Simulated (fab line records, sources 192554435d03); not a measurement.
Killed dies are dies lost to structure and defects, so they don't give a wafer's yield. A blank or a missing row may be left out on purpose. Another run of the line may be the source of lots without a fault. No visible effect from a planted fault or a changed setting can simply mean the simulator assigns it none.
Matching of chambers | flow n5 finfet | 4 sister chambers for N5_MOL_CONTACT_COAG_ETCH_110 on rie diel-03
The step etches Si in CF4/O2, target depth 2.5 nm, time 8 s. 14 wafers are shown with their chamber, then 7 later ones without.

WAFERS, EACH WITH ITS CHAMBER
wafer  | chamber | drypump motor current A (A) | throttle valve pct (%) | oes_ar_750_au (a.u.)
L078.2 | 1       | 6.3                         | 10.68                  | 0.81
L078.4 | 3       | 5.9                         | 10.65                  | 0.74
L078.6 | 1       | 6.4                         | 10.67                  | 0.81
L079.2 | 0       | 6.3                         | 11.04                  | 0.69
L079.3 | 2       | 5.5                         | 10.92                  | 0.71
L079.6 | 3       | 5.9                         | 10.65                  | 0.74
L080.1 | 2       | 5.4                         | 10.91                  | 0.70
L080.3 | 0       | 6.3                         | 11.04                  | 0.69
L080.5 | 2       | 5.5                         | 10.91                  | 0.69
L087.1 | 3       | 5.9                         | 10.70                  | 0.73
L087.4 | 1       | 6.3                         | 10.72                  | 0.79
L087.5 | 1       | 6.3                         | 10.73                  | 0.79
L089.4 | 1       | 6.3                         | 10.73                  | 0.79
L089.5 | 2       | 5.5                         | 10.96                  | 0.69

SIGNATURES, as means of the wafers listed above
reading                 | chamber 0 | chamber 1 | chamber 2 | chamber 3 | scatter within a chamber
drypump motor current A | 6.300     | 6.320     | 5.475     | 5.900     | 0.0394
throttle valve pct      | 11.0400   | 10.7060   | 10.9250   | 10.6667   | 0.0259
oes_ar_750_au           | 0.6900    | 0.7980    | 0.6975    | 0.7367    | 0.00906
Rule: a wafer lies at a distance from a chamber equal to the root of the sum of squares, over the readings, of (its reading less the chamber's mean, divided by the reading's scatter). If the next closest chamber is less than 2 further off than the closest, the wafer can't be placed; otherwise it belongs to the closest. The scatter: take each reading less its chamber's mean, square it, sum over the shown wafers, divide by the number of wafers less the number of chambers, and take the root.

WAFERS WHOSE CHAMBER IS MISSING
wafer  | drypump motor current A (A) | throttle valve pct (%) | oes_ar_750_au (a.u.)
L089.6 | 5.9                         | 10.72                  | 0.73
L090.1 | 6.3                         | 11.11                  | 0.68
L090.2 | 6.3                         | 10.75                  | 0.78
L090.6 | 6.3                         | 11.10                  | 0.68
L092.1 | 6.3                         | 10.76                  | 0.78
L092.2 | 5.9                         | 10.73                  | 0.72
L092.6 | 5.9                         | 10.74                  | 0.72

CHAMBER TAKEN BY EACH
wafer  | from the rows above | in truth
L089.6 | 3                   | 3
L090.1 | 0                   | 0
L090.2 | 1                   | 1
L090.6 | 0                   | 0
L092.1 | 1                   | 1
L092.2 | 3                   | 3
L092.6 | 3                   | 3
Correctly placed: 7 of 7. From these rows, 0 cannot be placed. Placed wrongly: 0.
